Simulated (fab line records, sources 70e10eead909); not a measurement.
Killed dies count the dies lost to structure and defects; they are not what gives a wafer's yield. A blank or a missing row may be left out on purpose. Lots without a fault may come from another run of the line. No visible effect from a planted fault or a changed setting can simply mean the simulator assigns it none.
fab line records || flow nand-harc || part 2 of 2: steps 25 to 38 of 38
record: {"lots": 5, "wafers": 15, "last-day": 23}
route steps=1159 shown P_STI@80 P_GATE@110
lots that met no fault: taken from a fault-free run of the same line
start-h: hours from the record's first day to the start of the lot's first wafer shown || wait-h: how many hours have passed since the lot's step before this one || " unchanged from the row above || L1.1+2: a single row standing in for several wafers || - no value, or no start given || * or withheld: withheld || < > ~ a bound
route shown NAME@n: a module of which the file shows steps, and the number in the route of the first || usual: mean/standard deviation taken from wafers without a fault || same: alike in all rows || chamber/n: place in a boat || sites: readings site by site || _std_site: the values' standard deviation || _edge_site: the outer-site mean with the inner-site mean subtracted || radius-mm: for every site, how far away it sits from the centre of the wafer || mask NAME#n: copy n || behind: the tool/chamber that last shaped the wafer || hold: cause of the lot's hold/its duration in hours/its outcome || device: names the non-switching transistor (n, p or np) || end of line: at the end of the route, the tests of the same wafers || step lacking rows: just its recipe || killed: count of dies lost to structure and defects at first sort (not the wafer's yield) || map: a wafer's dies, x killed, . not, _ none there
set.NAME: the setting as run; set.NAME@STEP: as run at that earlier step || model.NAME: the simulator's own value behind a step, which no gauge read
lots seen at some steps along the route; tables by step, rows by wafer
services: when a tool's chamber went out of use (start-h, in hours from the record's first day, below 0 if earlier), for how many hours, and the reason
== steps ==
step: NHARC_P_STI_ETCH_37
recipe: {"target-depth-a": 110, "chemistry": "dHF", "material": "SiO2"}
{"lot.wafer": "L076.3+4+6", "tool": "wet-bench-04", "chamber": "0,1,2", "start-h": "-", "wait-h": "-"}
{"lot.wafer": "L085.5+4+3", "tool": "wet-bench-01", "chamber": "6,1,3", "start-h": "-", "wait-h": "-"}
{"lot.wafer": "L084.5+6+4", "tool": "wet-bench-03", "chamber": "3,4,7", "start-h": "-", "wait-h": "-"}
{"lot.wafer": "L089.6+3+4", "tool": "wet-bench-01", "chamber": "2,3,4", "start-h": "-", "wait-h": "-"}
{"lot.wafer": "L092.2+6+4", "tool": "wet-bench-03", "chamber": "7,1,3", "start-h": "-", "wait-h": "-"}
step: NHARC_P_STI_PRECLEAN_38
recipe: {"time-s": "*", "temp-c": 50, "bath-age-min": 0, "chemistry": "SC1"}
usual: {"h2o2-flow-mL-min": "56.59/0.16", "temp-c": "49.99/0.12"}
{"lot.wafer": "L076.3", "tool": "wet-bench-04", "chamber": 0, "start-h": "-", "wait-h": "-", "h2o2-flow-mL-min": 56.36, "temp-c": 50.25}
{"lot.wafer": "L076.4", "tool": "wet-bench-04", "chamber": 1, "start-h": "-", "wait-h": "-", "h2o2-flow-mL-min": 56.34, "temp-c": 49.80}
{"lot.wafer": "L076.6", "tool": "wet-bench-04", "chamber": 2, "start-h": "-", "wait-h": "-", "h2o2-flow-mL-min": 56.41, "temp-c": 49.79}
{"lot.wafer": "L085.5", "tool": "wet-bench-01", "chamber": 6, "start-h": "-", "wait-h": "-", "h2o2-flow-mL-min": 56.84, "temp-c": 50.03}
{"lot.wafer": "L085.4", "tool": "wet-bench-01", "chamber": 1, "start-h": "-", "wait-h": "-", "h2o2-flow-mL-min": 56.67, "temp-c": 50.22}
{"lot.wafer": "L085.3", "tool": "wet-bench-01", "chamber": 3, "start-h": "-", "wait-h": "-", "h2o2-flow-mL-min": 56.80, "temp-c": 49.99}
{"lot.wafer": "L084.5", "tool": "wet-bench-03", "chamber": 3, "start-h": "-", "wait-h": "-", "h2o2-flow-mL-min": 56.67, "temp-c": 49.84}
{"lot.wafer": "L084.6", "tool": "wet-bench-03", "chamber": 4, "start-h": "-", "wait-h": "-", "h2o2-flow-mL-min": 56.71, "temp-c": 49.82}
{"lot.wafer": "L084.4", "tool": "wet-bench-03", "chamber": 7, "start-h": "-", "wait-h": "-", "h2o2-flow-mL-min": 56.59, "temp-c": 49.75}
{"lot.wafer": "L089.6", "tool": "wet-bench-01", "chamber": 2, "start-h": "-", "wait-h": "-", "h2o2-flow-mL-min": 56.50, "temp-c": 49.95}
{"lot.wafer": "L089.3", "tool": "wet-bench-01", "chamber": 3, "start-h": "-", "wait-h": "-", "h2o2-flow-mL-min": 56.92, "temp-c": 49.98}
{"lot.wafer": "L089.4", "tool": "wet-bench-01", "chamber": 4, "start-h": "-", "wait-h": "-", "h2o2-flow-mL-min": 56.79, "temp-c": 49.89}
{"lot.wafer": "L092.2", "tool": "wet-bench-03", "chamber": 7, "start-h": "-", "wait-h": "-", "h2o2-flow-mL-min": 56.59, "temp-c": 49.97}
{"lot.wafer": "L092.6", "tool": "wet-bench-03", "chamber": 1, "start-h": "-", "wait-h": "-", "h2o2-flow-mL-min": 56.79, "temp-c": 50.10}
{"lot.wafer": "L092.4", "tool": "wet-bench-03", "chamber": 3, "start-h": "-", "wait-h": "-", "h2o2-flow-mL-min": 56.44, "temp-c": 50.21}
step: NHARC_P_STI_SRD_39
{"lot.wafer": "L076.3+4+6", "tool": "wet-bench-04", "chamber": "0,1,2", "start-h": "-", "wait-h": "-"}
{"lot.wafer": "L085.5+4+3", "tool": "wet-bench-01", "chamber": "6,1,3", "start-h": "-", "wait-h": "-"}
{"lot.wafer": "L084.5+6+4", "tool": "wet-bench-03", "chamber": "3,4,7", "start-h": "-", "wait-h": "-"}
{"lot.wafer": "L089.6+3+4", "tool": "wet-bench-01", "chamber": "2,3,4", "start-h": "-", "wait-h": "-"}
{"lot.wafer": "L092.2+6+4", "tool": "wet-bench-03", "chamber": "7,1,3", "start-h": "-", "wait-h": "-"}
step: NHARC_P_STI_OXIDE_40
recipe: {"target-thk-a": 100, "temp-c": 900, "ox-time-s": 1362, "material": "SiO2"}
usual: {"spike-tc-centre-C": "899.7/1.2"}
{"lot.wafer": "L076.3", "tool": "furnace-02", "chamber": 0, "start-h": 74.31, "wait-h": "-", "spike-tc-centre-C": 900.0}
{"lot.wafer": "L076.4", "tool": "furnace-02", "chamber": 0, "start-h": 74.31, "wait-h": "-", "spike-tc-centre-C": 900.9}
{"lot.wafer": "L076.6", "tool": "furnace-02", "chamber": 0, "start-h": 74.31, "wait-h": "-", "spike-tc-centre-C": 899.9}
{"lot.wafer": "L084.4", "tool": "furnace-06", "chamber": 0, "start-h": 123.97, "wait-h": "-", "spike-tc-centre-C": 900.4}
{"lot.wafer": "L084.5", "tool": "furnace-06", "chamber": 0, "start-h": 123.97, "wait-h": "-", "spike-tc-centre-C": 896.5}
{"lot.wafer": "L084.6", "tool": "furnace-06", "chamber": 0, "start-h": 123.97, "wait-h": "-", "spike-tc-centre-C": 898.7}
{"lot.wafer": "L085.3", "tool": "furnace-06", "chamber": 0, "start-h": 123.97, "wait-h": "-", "spike-tc-centre-C": 897.0}
{"lot.wafer": "L085.4", "tool": "furnace-06", "chamber": 0, "start-h": 123.97, "wait-h": "-", "spike-tc-centre-C": 898.9}
{"lot.wafer": "L085.5", "tool": "furnace-06", "chamber": 0, "start-h": 123.97, "wait-h": "-", "spike-tc-centre-C": 899.1}
{"lot.wafer": "L089.3", "tool": "furnace-02", "chamber": 0, "start-h": 156.60, "wait-h": "-", "spike-tc-centre-C": 899.8}
{"lot.wafer": "L089.4", "tool": "furnace-02", "chamber": 0, "start-h": 156.60, "wait-h": "-", "spike-tc-centre-C": 898.8}
{"lot.wafer": "L089.6", "tool": "furnace-02", "chamber": 0, "start-h": 156.60, "wait-h": "-", "spike-tc-centre-C": 901.5}
{"lot.wafer": "L092.2", "tool": "furnace-02", "chamber": 0, "start-h": 164.65, "wait-h": "-", "spike-tc-centre-C": 901.3}
{"lot.wafer": "L092.4", "tool": "furnace-02", "chamber": 0, "start-h": 164.65, "wait-h": "-", "spike-tc-centre-C": 898.8}
{"lot.wafer": "L092.6", "tool": "furnace-02", "chamber": 0, "start-h": 164.65, "wait-h": "-", "spike-tc-centre-C": 901.2}
step: NHARC_P_STI_INSPECT_25
usual: {"raw-defect-count": "218/87"}
{"lot.wafer": "L076.3", "tool": "defect-inspect-01", "chamber": "-", "start-h": 78.39, "wait-h": 0.4, "raw-defect-count": 147}
{"lot.wafer": "L076.4", "tool": "defect-inspect-01", "chamber": "-", "start-h": 78.39, "wait-h": 0.4, "raw-defect-count": 187}
{"lot.wafer": "L076.6", "tool": "defect-inspect-01", "chamber": "-", "start-h": 78.39, "wait-h": 0.4, "raw-defect-count": 202}
{"lot.wafer": "L085.3", "tool": "defect-inspect-01", "chamber": "-", "start-h": 128.05, "wait-h": 0.4, "raw-defect-count": 169}
{"lot.wafer": "L085.4", "tool": "defect-inspect-01", "chamber": "-", "start-h": 128.05, "wait-h": 0.4, "raw-defect-count": 241}
{"lot.wafer": "L085.5", "tool": "defect-inspect-01", "chamber": "-", "start-h": 128.05, "wait-h": 0.4, "raw-defect-count": 221}
{"lot.wafer": "L084.4", "tool": "defect-inspect-02", "chamber": "-", "start-h": 128.05, "wait-h": 0.4, "raw-defect-count": 173}
{"lot.wafer": "L084.5", "tool": "defect-inspect-02", "chamber": "-", "start-h": 128.05, "wait-h": 0.4, "raw-defect-count": 276}
{"lot.wafer": "L084.6", "tool": "defect-inspect-02", "chamber": "-", "start-h": 128.05, "wait-h": 0.4, "raw-defect-count": 197}
{"lot.wafer": "L089.3", "tool": "defect-inspect-01", "chamber": "-", "start-h": 160.64, "wait-h": 0.4, "raw-defect-count": 211}
{"lot.wafer": "L089.4", "tool": "defect-inspect-01", "chamber": "-", "start-h": 160.64, "wait-h": 0.4, "raw-defect-count": 164}
{"lot.wafer": "L089.6", "tool": "defect-inspect-01", "chamber": "-", "start-h": 160.64, "wait-h": 0.4, "raw-defect-count": 201}
{"lot.wafer": "L092.2", "tool": "defect-inspect-02", "chamber": "-", "start-h": 168.71, "wait-h": 0.4, "raw-defect-count": 195}
{"lot.wafer": "L092.4", "tool": "defect-inspect-02", "chamber": "-", "start-h": 168.71, "wait-h": 0.4, "raw-defect-count": 124}
{"lot.wafer": "L092.6", "tool": "defect-inspect-02", "chamber": "-", "start-h": 168.71, "wait-h": 0.4, "raw-defect-count": 124}
step: NHARC_P_GATE_ETCH_69
recipe: {"target-depth-a": 140, "chemistry": "dHF", "material": "SiO2"}
{"lot.wafer": "L076.6+4+3", "tool": "wet-bench-07", "chamber": "5,7,0", "start-h": 78.45, "wait-h": 0.1}
{"lot.wafer": "L084.6+4+5", "tool": "wet-bench-07", "chamber": "7,0,2", "start-h": 128.12, "wait-h": 0.1}
{"lot.wafer": "L085.5+3+4", "tool": "wet-bench-09", "chamber": "4,5,6", "start-h": 128.14, "wait-h": 0.1}
{"lot.wafer": "L089.4+6+3", "tool": "wet-bench-07", "chamber": "5,0,1", "start-h": 160.71, "wait-h": 0.1}
{"lot.wafer": "L092.4+2+6", "tool": "wet-bench-07", "chamber": "3,5,6", "start-h": 168.77, "wait-h": 0.1}
step: NHARC_P_GATE_PRECLEAN_70
recipe: {"time-s": "*", "temp-c": 50, "bath-age-min": 0, "chemistry": "SC1"}
usual: {"h2o2-flow-mL-min": "56.63/0.17", "temp-c": "49.99/0.12"}
{"lot.wafer": "L076.6", "tool": "wet-bench-07", "chamber": 5, "start-h": 78.54, "wait-h": 0.1, "h2o2-flow-mL-min": 56.50, "temp-c": 50.09}
{"lot.wafer": "L076.4", "tool": "wet-bench-07", "chamber": 7, "start-h": 78.54, "wait-h": 0.1, "h2o2-flow-mL-min": 56.69, "temp-c": 50.24}
{"lot.wafer": "L076.3", "tool": "wet-bench-07", "chamber": 0, "start-h": 78.54, "wait-h": 0.1, "h2o2-flow-mL-min": 56.74, "temp-c": 49.99}
{"lot.wafer": "L084.6", "tool": "wet-bench-07", "chamber": 7, "start-h": 128.20, "wait-h": 0.1, "h2o2-flow-mL-min": 56.42, "temp-c": 50.05}
{"lot.wafer": "L084.4", "tool": "wet-bench-07", "chamber": 0, "start-h": 128.20, "wait-h": 0.1, "h2o2-flow-mL-min": 56.74, "temp-c": 49.84}
{"lot.wafer": "L084.5", "tool": "wet-bench-07", "chamber": 2, "start-h": 128.20, "wait-h": 0.1, "h2o2-flow-mL-min": 56.59, "temp-c": 50.04}
{"lot.wafer": "L085.5", "tool": "wet-bench-09", "chamber": 4, "start-h": 128.21, "wait-h": 0.1, "h2o2-flow-mL-min": 56.74, "temp-c": 50.12}
{"lot.wafer": "L085.3", "tool": "wet-bench-09", "chamber": 5, "start-h": 128.21, "wait-h": 0.1, "h2o2-flow-mL-min": 56.54, "temp-c": 50.00}
{"lot.wafer": "L085.4", "tool": "wet-bench-09", "chamber": 6, "start-h": 128.21, "wait-h": 0.1, "h2o2-flow-mL-min": 56.67, "temp-c": 50.10}
{"lot.wafer": "L089.4", "tool": "wet-bench-07", "chamber": 5, "start-h": 160.79, "wait-h": 0.1, "h2o2-flow-mL-min": 56.65, "temp-c": 50.00}
{"lot.wafer": "L089.6", "tool": "wet-bench-07", "chamber": 0, "start-h": 160.79, "wait-h": 0.1, "h2o2-flow-mL-min": 56.70, "temp-c": 49.90}
{"lot.wafer": "L089.3", "tool": "wet-bench-07", "chamber": 1, "start-h": 160.79, "wait-h": 0.1, "h2o2-flow-mL-min": 56.56, "temp-c": 50.13}
{"lot.wafer": "L092.4", "tool": "wet-bench-07", "chamber": 3, "start-h": 168.85, "wait-h": 0.1, "h2o2-flow-mL-min": 56.54, "temp-c": 49.94}
{"lot.wafer": "L092.2", "tool": "wet-bench-07", "chamber": 5, "start-h": 168.85, "wait-h": 0.1, "h2o2-flow-mL-min": 56.95, "temp-c": 50.05}
{"lot.wafer": "L092.6", "tool": "wet-bench-07", "chamber": 6, "start-h": 168.85, "wait-h": 0.1, "h2o2-flow-mL-min": 56.75, "temp-c": 50.20}
step: NHARC_P_GATE_SRD_01
{"lot.wafer": "L076.6+4+3", "tool": "wet-bench-07", "chamber": "5,7,0", "start-h": "-", "wait-h": "-"}
{"lot.wafer": "L084.6+4+5", "tool": "wet-bench-07", "chamber": "7,0,2", "start-h": "-", "wait-h": "-"}
{"lot.wafer": "L085.5+3+4", "tool": "wet-bench-09", "chamber": "4,5,6", "start-h": "-", "wait-h": "-"}
{"lot.wafer": "L089.4+6+3", "tool": "wet-bench-07", "chamber": "5,0,1", "start-h": "-", "wait-h": "-"}
{"lot.wafer": "L092.4+2+6", "tool": "wet-bench-07", "chamber": "3,5,6", "start-h": "-", "wait-h": "-"}
step: NHARC_P_GATE_OXIDE_02
recipe: {"target-thk-a": 375, "temp-c": 950, "p-h2o-torr": 720, "ox-time-s": 365, "material": "SiO2"}
usual: {"spike-tc-centre-C": "950.2/1.1"}
{"lot.wafer": "L076.3", "tool": "furnace-07", "chamber": 0, "start-h": 81.44, "wait-h": "-", "spike-tc-centre-C": 949.1}
{"lot.wafer": "L076.4", "tool": "furnace-07", "chamber": 0, "start-h": 81.44, "wait-h": "-", "spike-tc-centre-C": 951.8}
{"lot.wafer": "L076.6", "tool": "furnace-07", "chamber": 0, "start-h": 81.44, "wait-h": "-", "spike-tc-centre-C": 949.2}
{"lot.wafer": "L084.4", "tool": "furnace-07", "chamber": 0, "start-h": 131.10, "wait-h": "-", "spike-tc-centre-C": 950.4}
{"lot.wafer": "L084.5", "tool": "furnace-07", "chamber": 0, "start-h": 131.10, "wait-h": "-", "spike-tc-centre-C": 949.6}
{"lot.wafer": "L084.6", "tool": "furnace-07", "chamber": 0, "start-h": 131.10, "wait-h": "-", "spike-tc-centre-C": 949.3}
{"lot.wafer": "L085.3", "tool": "furnace-07", "chamber": 0, "start-h": 131.10, "wait-h": "-", "spike-tc-centre-C": 949.4}
{"lot.wafer": "L085.4", "tool": "furnace-07", "chamber": 0, "start-h": 131.10, "wait-h": "-", "spike-tc-centre-C": 950.2}
{"lot.wafer": "L085.5", "tool": "furnace-07", "chamber": 0, "start-h": 131.10, "wait-h": "-", "spike-tc-centre-C": 951.2}
{"lot.wafer": "L089.3", "tool": "furnace-04", "chamber": 0, "start-h": 163.92, "wait-h": "-", "spike-tc-centre-C": 948.5}
{"lot.wafer": "L089.4", "tool": "furnace-04", "chamber": 0, "start-h": 163.92, "wait-h": "-", "spike-tc-centre-C": 949.7}
{"lot.wafer": "L089.6", "tool": "furnace-04", "chamber": 0, "start-h": 163.92, "wait-h": "-", "spike-tc-centre-C": 949.9}
{"lot.wafer": "L092.2", "tool": "furnace-07", "chamber": 0, "start-h": 171.76, "wait-h": "-", "spike-tc-centre-C": 949.1}
{"lot.wafer": "L092.4", "tool": "furnace-07", "chamber": 0, "start-h": 171.76, "wait-h": "-", "spike-tc-centre-C": 952.4}
{"lot.wafer": "L092.6", "tool": "furnace-07", "chamber": 0, "start-h": 171.76, "wait-h": "-", "spike-tc-centre-C": 949.6}
step: NHARC_P_GATE_DEHYDRATE_03
recipe: {"temp-c": 150, "time-s": 120}
usual: {"plate-temp-C": "150.01/0.16"}
{"lot.wafer": "L076.3", "tool": "litho-track-05", "chamber": 0, "start-h": 85.97, "wait-h": 0.4, "plate-temp-C": 150.02}
{"lot.wafer": "L076.4", "tool": "litho-track-05", "chamber": 0, "start-h": 85.97, "wait-h": 0.4, "plate-temp-C": 150.03}
{"lot.wafer": "L076.6", "tool": "litho-track-05", "chamber": 0, "start-h": 85.97, "wait-h": 0.4, "plate-temp-C": 149.89}
{"lot.wafer": "L085.3", "tool": "litho-track-05", "chamber": 0, "start-h": 135.71, "wait-h": 0.4, "plate-temp-C": 150.20}
{"lot.wafer": "L085.4", "tool": "litho-track-05", "chamber": 0, "start-h": 135.71, "wait-h": 0.4, "plate-temp-C": 150.17}
{"lot.wafer": "L085.5", "tool": "litho-track-05", "chamber": 0, "start-h": 135.71, "wait-h": 0.4, "plate-temp-C": 150.26}
{"lot.wafer": "L084.4", "tool": "litho-track-02", "chamber": 0, "start-h": 135.71, "wait-h": 0.4, "plate-temp-C": 150.13}
{"lot.wafer": "L084.5", "tool": "litho-track-02", "chamber": 0, "start-h": 135.71, "wait-h": 0.4, "plate-temp-C": 150.10}
{"lot.wafer": "L084.6", "tool": "litho-track-02", "chamber": 0, "start-h": 135.71, "wait-h": 0.4, "plate-temp-C": 150.10}
{"lot.wafer": "L089.3", "tool": "litho-track-07", "chamber": 0, "start-h": 168.50, "wait-h": 0.4, "plate-temp-C": 150.09}
{"lot.wafer": "L089.4", "tool": "litho-track-07", "chamber": 0, "start-h": 168.50, "wait-h": 0.4, "plate-temp-C": 149.84}
{"lot.wafer": "L089.6", "tool": "litho-track-07", "chamber": 0, "start-h": 168.50, "wait-h": 0.4, "plate-temp-C": 149.95}
{"lot.wafer": "L092.2", "tool": "litho-track-02", "chamber": 0, "start-h": 176.27, "wait-h": 0.4, "plate-temp-C": 150.06}
{"lot.wafer": "L092.4", "tool": "litho-track-02", "chamber": 0, "start-h": 176.27, "wait-h": 0.4, "plate-temp-C": 149.94}
{"lot.wafer": "L092.6", "tool": "litho-track-02", "chamber": 0, "start-h": 176.27, "wait-h": 0.4, "plate-temp-C": 149.89}
step: NHARC_P_GATE_HMDS_04
recipe: {"time-s": 30}
{"lot.wafer": "L076.3+4+6", "tool": "litho-track-05", "chamber": 0, "start-h": "-", "wait-h": "-"}
{"lot.wafer": "L085.3+4+5", "tool": "litho-track-05", "chamber": 0, "start-h": "-", "wait-h": "-"}
{"lot.wafer": "L084.4+5+6", "tool": "litho-track-02", "chamber": 0, "start-h": "-", "wait-h": "-"}
{"lot.wafer": "L089.3+4+6", "tool": "litho-track-07", "chamber": 0, "start-h": "-", "wait-h": "-"}
{"lot.wafer": "L092.2+4+6", "tool": "litho-track-02", "chamber": 0, "start-h": "-", "wait-h": "-"}
step: NHARC_P_GATE_COAT_05
recipe: {"spin-rpm": 4690}
{"lot.wafer": "L076.3+4+6", "tool": "litho-track-05", "chamber": 0, "start-h": "-", "wait-h": "-"}
{"lot.wafer": "L085.3+4+5", "tool": "litho-track-05", "chamber": 0, "start-h": "-", "wait-h": "-"}
{"lot.wafer": "L084.4+5+6", "tool": "litho-track-02", "chamber": 0, "start-h": "-", "wait-h": "-"}
{"lot.wafer": "L089.3+4+6", "tool": "litho-track-07", "chamber": 0, "start-h": "-", "wait-h": "-"}
{"lot.wafer": "L092.2+4+6", "tool": "litho-track-02", "chamber": 0, "start-h": "-", "wait-h": "-"}
step: NHARC_P_GATE_SOFTBAKE_06
recipe: {"temp-c": 122, "time-s": 95}
usual: {"plate-temp-C": "122.04/0.14"}
{"lot.wafer": "L076.3", "tool": "litho-track-05", "chamber": 0, "start-h": "-", "wait-h": "-", "plate-temp-C": 121.96}
{"lot.wafer": "L076.4", "tool": "litho-track-05", "chamber": 0, "start-h": "-", "wait-h": "-", "plate-temp-C": 122.11}
{"lot.wafer": "L076.6", "tool": "litho-track-05", "chamber": 0, "start-h": "-", "wait-h": "-", "plate-temp-C": 122.01}
{"lot.wafer": "L085.3", "tool": "litho-track-05", "chamber": 0, "start-h": "-", "wait-h": "-", "plate-temp-C": 121.87}
{"lot.wafer": "L085.4", "tool": "litho-track-05", "chamber": 0, "start-h": "-", "wait-h": "-", "plate-temp-C": 122.09}
{"lot.wafer": "L085.5", "tool": "litho-track-05", "chamber": 0, "start-h": "-", "wait-h": "-", "plate-temp-C": 121.71}
{"lot.wafer": "L084.4", "tool": "litho-track-02", "chamber": 0, "start-h": "-", "wait-h": "-", "plate-temp-C": 122.16}
{"lot.wafer": "L084.5", "tool": "litho-track-02", "chamber": 0, "start-h": "-", "wait-h": "-", "plate-temp-C": 122.23}
{"lot.wafer": "L084.6", "tool": "litho-track-02", "chamber": 0, "start-h": "-", "wait-h": "-", "plate-temp-C": 122.05}
{"lot.wafer": "L089.3", "tool": "litho-track-07", "chamber": 0, "start-h": "-", "wait-h": "-", "plate-temp-C": 121.95}
{"lot.wafer": "L089.4", "tool": "litho-track-07", "chamber": 0, "start-h": "-", "wait-h": "-", "plate-temp-C": 122.13}
{"lot.wafer": "L089.6", "tool": "litho-track-07", "chamber": 0, "start-h": "-", "wait-h": "-", "plate-temp-C": 121.85}
{"lot.wafer": "L092.2", "tool": "litho-track-02", "chamber": 0, "start-h": "-", "wait-h": "-", "plate-temp-C": 122.05}
{"lot.wafer": "L092.4", "tool": "litho-track-02", "chamber": 0, "start-h": "-", "wait-h": "-", "plate-temp-C": 122.06}
{"lot.wafer": "L092.6", "tool": "litho-track-02", "chamber": 0, "start-h": "-", "wait-h": "-", "plate-temp-C": 121.87}
step: NHARC_P_GATE_EBR_07
{"lot.wafer": "L076.3+4+6", "tool": "litho-track-05", "chamber": 0, "start-h": "-", "wait-h": "-"}
{"lot.wafer": "L085.3+4+5", "tool": "litho-track-05", "chamber": 0, "start-h": "-", "wait-h": "-"}
{"lot.wafer": "L084.4+5+6", "tool": "litho-track-02", "chamber": 0, "start-h": "-", "wait-h": "-"}
{"lot.wafer": "L089.3+4+6", "tool": "litho-track-07", "chamber": 0, "start-h": "-", "wait-h": "-"}
{"lot.wafer": "L092.2+4+6", "tool": "litho-track-02", "chamber": 0, "start-h": "-", "wait-h": "-"}
== services ==
{"tool": "wet-bench-01", "chamber": "-", "start-h": 37.60, "hours": 8.0, "kind": "pm"}
{"tool": "litho-track-03", "chamber": "-", "start-h": 38.00, "hours": 7.0, "kind": "pm"}
{"tool": "furnace-07", "chamber": "-", "start-h": 48.71, "hours": 5.7, "kind": "repair"}
{"tool": "cmp-03", "chamber": "-", "start-h": 48.75, "hours": 0.4, "kind": "repair"}
{"tool": "rie-diel-07", "chamber": "-", "start-h": 51.20, "hours": 9.0, "kind": "pm"}
{"tool": "cmp-03", "chamber": "-", "start-h": 58.00, "hours": 4.0, "kind": "pm"}
{"tool": "rie-si-04", "chamber": 0, "start-h": 58.64, "hours": 6.7, "kind": "repair"}
{"tool": "litho-track-05", "chamber": "-", "start-h": 62.00, "hours": 7.0, "kind": "pm"}
{"tool": "rie-diel-06", "chamber": "-", "start-h": 64.20, "hours": 9.0, "kind": "pm"}
{"tool": "wet-bench-01", "chamber": "-", "start-h": 73.23, "hours": 3.3, "kind": "repair"}
{"tool": "rie-si-04", "chamber": "-", "start-h": 85.90, "hours": 0.4, "kind": "repair"}
{"tool": "wet-bench-07", "chamber": "-", "start-h": 96.00, "hours": 8.0, "kind": "pm"}
{"tool": "rie-si-04", "chamber": "-", "start-h": 99.00, "hours": 9.0, "kind": "pm"}
{"tool": "cmp-03", "chamber": "-", "start-h": 109.78, "hours": 1.0, "kind": "repair"}
{"tool": "hdpcvd-01", "chamber": "-", "start-h": 111.00, "hours": 13.0, "kind": "pm"}
{"tool": "furnace-02", "chamber": "-", "start-h": 111.37, "hours": 26.0, "kind": "pm"}
{"tool": "rie-diel-04", "chamber": "-", "start-h": 112.21, "hours": 9.0, "kind": "pm"}
{"tool": "wet-bench-09", "chamber": "-", "start-h": 112.88, "hours": 8.0, "kind": "pm"}
{"tool": "rie-si-04", "chamber": 0, "start-h": 113.59, "hours": 3.5, "kind": "repair"}
{"tool": "rie-diel-04", "chamber": 2, "start-h": 127.93, "hours": 14.5, "kind": "repair"}
{"tool": "wet-bench-03", "chamber": "-", "start-h": 146.41, "hours": 8.0, "kind": "pm"}
{"tool": "rie-diel-04", "chamber": "-", "start-h": 151.19, "hours": 0.1, "kind": "repair"}
{"tool": "wet-bench-04", "chamber": "-", "start-h": 163.20, "hours": 8.0, "kind": "pm"}
{"tool": "litho-track-02", "chamber": "-", "start-h": 165.00, "hours": 7.0, "kind": "pm"}
